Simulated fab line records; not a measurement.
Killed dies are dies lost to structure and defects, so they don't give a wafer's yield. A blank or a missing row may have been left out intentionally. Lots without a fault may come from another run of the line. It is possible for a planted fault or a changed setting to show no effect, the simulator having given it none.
The tool behind it: which one? | flow nand-harc | 12 lots with 34 wafers sampled at 5 steps, on a route of 1159 steps

## WHAT THE GAUGES READ, wafer by wafer
NHARC_END_SORT_01.
lot  | measured     | on        | killed-at-array | killed-at-other | killed-at-periphery | killed-dies | killed-open | killed-short
L499 | day 19 10:24 | prober-01 | 29 26 30        | 1 0 1           | 1 4 1               | 31 30 32    | 2 4 1       | 1 2 1
L503 | day 19 18:16 | prober-02 | 29 23 34        | 0 1 0           | 3 5 1               | 32 29 35    | 1 3 4       | 3 6 4
L511 | day 22 08:11 | prober-01 | 31 33 28        | 2 1 1           | 2 3 7               | 35 37 36    | 5 1 3       | 1 2 4
L512 | day 23 04:44 | prober-02 | 673 30          | 0 0             | 3 1                 | 676 31      | 7 2         | 2 3
L514 | day 23 12:30 | prober-01 | 670 20          | 0 1             | 4 6                 | 674 27      | 7 5         | 0 1
L517 | day 24 12:37 | prober-02 | 29 21 21        | 0 1 1           | 1 4 3               | 30 26 25    | 3 2 2       | 1 2 4
L520 | day 24 15:41 | prober-01 | 16 23           | 0 1             | 6 1                 | 22 25       | 5 2         | 0 1

## EACH LOT AND THE TOOL THAT RAN IT (in order: tool; ch and the chambers of the sampled wafers; start)
lot  | NHARC_A_STAIRCASE_DESCUM_168       | NHARC_A_STAIRCASE_TRIM_12          | NHARC_A_STAIRCASE_ETCH_13          | NHARC_A_STAIRCASE_TRIM_18
L499 | rie-diel-02 ch 0,1,3, day 10 23:17 | rie-diel-01 ch 0,1,2, day 11 01:10 | rie-diel-01 ch 0,1,2, day 11 01:21 | rie-diel-01 ch 0,2, day 19 10:24 or earlier
L500 | rie-diel-01 ch 0,1,2, day 10 23:28 | rie-diel-01 ch 0,1,2, day 11 01:36 | rie-diel-01 ch 0,2, day 11 01:47   | rie-diel-01 ch 1,2, no start
L501 | rie-diel-01 ch 1,2, day 11 08:31   | rie-diel-02 ch 1,2, day 11 10:29   | rie-diel-02 ch 1,2, day 11 10:41   | rie-diel-02 ch 0,1, no start
L505 | rie-diel-02 ch 0,3, day 11 20:48   | rie-diel-13 ch 0,3, day 11 22:38   | rie-diel-13 ch 0,3, day 11 22:47   | rie-diel-13 ch 0,2,3, no start
L503 | rie-diel-13 ch 2,3, day 11 20:59   | rie-diel-01 ch 0,1,3, day 11 23:08 | rie-diel-01 ch 1,2,3, day 11 23:19 | rie-diel-01 ch 1,2, day 19 18:16 or earlier
L511 | rie-diel-01 ch 1,2,3, day 13 22:05 | rie-diel-02 ch 1,2,3, day 14 00:09 | rie-diel-02 ch 0,2,3, day 14 00:19 | rie-diel-02 ch 0,1,2, day 22 08:11 or earlier
L513 | rie-diel-02 ch 1,2, day 14 04:06   | rie-diel-02 ch 0,1, day 14 06:05   | rie-diel-02 ch 0,1,2, day 14 06:18 | rie-diel-02 ch 1,2,3, no start
L512 | rie-diel-01 ch 0,2, day 14 20:24   | rie-diel-13 ch 1,2, day 14 22:37   | rie-diel-13 ch 2,3, day 14 22:47   | rie-diel-13 ch 0,3, day 23 04:44 or earlier
L514 | rie-diel-01 ch 1,3, day 14 20:28   | rie-diel-13 ch 1,3, day 14 22:50   | rie-diel-13 ch 0,2, day 14 23:02   | rie-diel-13 ch 1,2, day 23 12:30 or earlier
L517 | rie-diel-13 ch 1,2, day 15 17:20   | rie-diel-02 ch 0,1,2, day 15 19:22 | rie-diel-02 ch 0,1,2, day 15 19:29 | rie-diel-02 ch 1,2,3, day 24 12:37 or earlier
L520 | rie-diel-01 ch 0,1,3, day 16 09:52 | rie-diel-02 ch 0,1,3, day 16 11:41 | rie-diel-02 ch 1,2,3, day 16 11:51 | rie-diel-02 ch 0,1,2, day 24 15:41 or earlier
L522 | rie-diel-02 ch 0,1,2, day 16 18:42 | rie-diel-02 ch 1,2,3, day 16 21:18 | rie-diel-02 ch 0,2,3, day 16 21:27 | rie-diel-02 ch 1,2, no start
- NHARC_A_STAIRCASE_DESCUM_168: chemistry O2, time 3 s.
- NHARC_A_STAIRCASE_TRIM_12: chemistry O2, time 211.2 s.
- NHARC_A_STAIRCASE_ETCH_13: etches the open film in C4F8/O2, target depth 100 nm, time 40.5 s.
- NHARC_A_STAIRCASE_TRIM_18: chemistry O2, time 211.2 s.

## WHAT THE TOOLS THEMSELVES READ (means of the sampled wafers that have a number; where no wafer has one, the mark that the record gives instead)
NHARC_A_STAIRCASE_DESCUM_168.
lot  | tool        | drypump-motor-current-A (A) | oes-product-au (a.u.) | rf-vpp-V (V) | showerhead-plenum-p-Torr (Torr) | throttle-valve-pct (%)
L499 | rie-diel-02 | 5.6                         | 0.999                 | 57.3         | 1.93                            | 11.311
L500 | rie-diel-01 | 5.8                         | 0.990                 | 57.3         | 1.88                            | 11.316
L501 | rie-diel-01 | 6.1                         | 1.010                 | 58.1         | 1.93                            | 11.315
L505 | rie-diel-02 | 5.9                         | 1.004                 | 58.7         | 2.00                            | 11.314
L503 | rie-diel-13 | 5.5                         | 1.005                 | 57.3         | 1.80                            | 11.311
L511 | rie-diel-01 | 5.9                         | 1.001                 | 57.1         | 1.91                            | 11.309
L513 | rie-diel-02 | 5.5                         | 1.000                 | 56.6         | 1.80                            | 11.308
L512 | rie-diel-01 | 5.8                         | 1.005                 | 57.9         | 1.89                            | 11.309
L514 | rie-diel-01 | 5.7                         | 1.004                 | 57.5         | 1.88                            | 11.308
L517 | rie-diel-13 | 5.9                         | 1.012                 | 57.3         | 1.98                            | 11.299
L520 | rie-diel-01 | 5.6                         | 1.018                 | 57.6         | 1.85                            | 11.307
L522 | rie-diel-02 | 5.5                         | 0.992                 | 58.3         | 1.84                            | 11.312

NHARC_A_STAIRCASE_TRIM_12.
lot  | tool        | drypump-motor-current-A (A) | oes-product-au (a.u.) | rf-vpp-V (V) | showerhead-plenum-p-Torr (Torr) | throttle-valve-pct (%)
L499 | rie-diel-01 | 5.9                         | 1.007                 | 58.2         | 3.46                            | 17.039
L500 | rie-diel-01 | 5.8                         | 1.000                 | 57.7         | 3.46                            | 17.044
L501 | rie-diel-02 | 5.6                         | 1.002                 | 57.6         | 3.34                            | 17.028
L505 | rie-diel-13 | 5.4                         | 0.995                 | 58.8         | 3.49                            | 17.029
L503 | rie-diel-01 | 5.6                         | 1.003                 | 58.2         | 3.44                            | 17.031
L511 | rie-diel-02 | 5.8                         | 0.999                 | 58.0         | 3.46                            | 17.039
L513 | rie-diel-02 | 5.3                         | 1.003                 | 57.1         | 3.40                            | 17.043
L512 | rie-diel-13 | 5.9                         | 1.004                 | 57.2         | 3.58                            | 17.040
L514 | rie-diel-13 | 5.9                         | 1.009                 | 58.1         | 3.40                            | 17.038
L517 | rie-diel-02 | 5.5                         | 0.998                 | 57.6         | 3.41                            | 17.031
L520 | rie-diel-02 | 5.7                         | 1.000                 | 58.3         | 3.52                            | 17.045
L522 | rie-diel-02 | 5.8                         | 1.003                 | 57.6         | 3.45                            | 17.038

NHARC_A_STAIRCASE_ETCH_13.
lot  | tool        | oes-product-au (a.u.) | rf-vpp-V (V)
L499 | rie-diel-01 | 0.942                 | 894
L500 | rie-diel-01 | 0.932                 | 893
L501 | rie-diel-02 | 0.934                 | 890
L505 | rie-diel-13 | 0.924                 | 895
L503 | rie-diel-01 | 0.928                 | 896
L511 | rie-diel-02 | 0.924                 | 897
L513 | rie-diel-02 | 0.939                 | 892
L512 | rie-diel-13 | 1.010                 | 900
L514 | rie-diel-13 | 1.022                 | 900
L517 | rie-diel-02 | 0.950                 | 892
L520 | rie-diel-02 | 0.951                 | 893
L522 | rie-diel-02 | 0.947                 | 896

NHARC_A_STAIRCASE_TRIM_18.
lot  | tool        | drypump-motor-current-A (A) | oes-product-au (a.u.) | rf-vpp-V (V) | showerhead-plenum-p-Torr (Torr) | throttle-valve-pct (%)
L499 | rie-diel-01 | 6.0                         | 1.002                 | 58.6         | 3.55                            | 17.034
L500 | rie-diel-01 | 6.1                         | 1.000                 | 57.9         | 3.56                            | 17.036
L501 | rie-diel-02 | 5.3                         | 1.007                 | 57.7         | 3.42                            | 17.037
L505 | rie-diel-13 | 5.5                         | 1.000                 | 57.7         | 3.42                            | 17.038
L503 | rie-diel-01 | 6.0                         | 1.001                 | 57.7         | 3.47                            | 17.030
L511 | rie-diel-02 | 5.5                         | 0.994                 | 58.1         | 3.42                            | 17.036
L513 | rie-diel-02 | 5.8                         | 1.005                 | 57.2         | 3.46                            | 17.036
L512 | rie-diel-13 | 5.5                         | 1.006                 | 57.9         | 3.48                            | 17.035
L514 | rie-diel-13 | 6.0                         | 1.015                 | 57.7         | 3.58                            | 17.040
L517 | rie-diel-02 | 5.8                         | 1.002                 | 56.4         | 3.45                            | 17.038
L520 | rie-diel-02 | 5.5                         | 0.997                 | 58.2         | 3.41                            | 17.042
L522 | rie-diel-02 | 5.6                         | 0.996                 | 57.7         | 3.32                            | 17.044

## THE ANSWER, worked out from the rows above alone
Rule: usual is defined by the lots themselves. Put in order of their means at a reading, lots are off if they are a third of the lots or fewer, leave a main group of 4 or more, and stand apart from it by a gap of 3 or more times the standard deviation of the main group's means; of several such gaps the widest counts. Not used: any main group whose means are identical at the precision the tables above print for the reading. A lot without any number at a reading at which 4 lots or more have one is off too. Any other lot the step has rows for is counted as sound. First the gauges in route order, then the tools' own readings, where a lot's mean is used as printed above. At the first step where some lot is off, the reading lying furthest off is the one used; lots without a number count as furthest.
Off, at NHARC_END_SORT_01 on killed-at-array: L512, L514. Main group: mean 26, sd 4. Neither off nor sound, because the step has no rows for them: L500, L501, L505, L513, L522.
A tool fits if, at a process step before that reading, it ran every lot that is off, and no sound lot after the first of them. The gauges at NHARC_END_SORT_01 aren't tried: what is off there is off at NHARC_A_STAIRCASE_ETCH_13 too, on other tools, and a gauge's error can't cause that. NHARC_A_STAIRCASE_TRIM_18 gives no start for some lots, so the hours and the order of its lots are those of NHARC_END_SORT_01. One candidate fits, namely rie-diel-13 at NHARC_A_STAIRCASE_TRIM_12 and NHARC_A_STAIRCASE_ETCH_13 and NHARC_A_STAIRCASE_TRIM_18. It ran no sound lot before its first lot that is off in this sample, so the start can't be narrowed down.

## WHAT THE SIMULATOR PUT IN
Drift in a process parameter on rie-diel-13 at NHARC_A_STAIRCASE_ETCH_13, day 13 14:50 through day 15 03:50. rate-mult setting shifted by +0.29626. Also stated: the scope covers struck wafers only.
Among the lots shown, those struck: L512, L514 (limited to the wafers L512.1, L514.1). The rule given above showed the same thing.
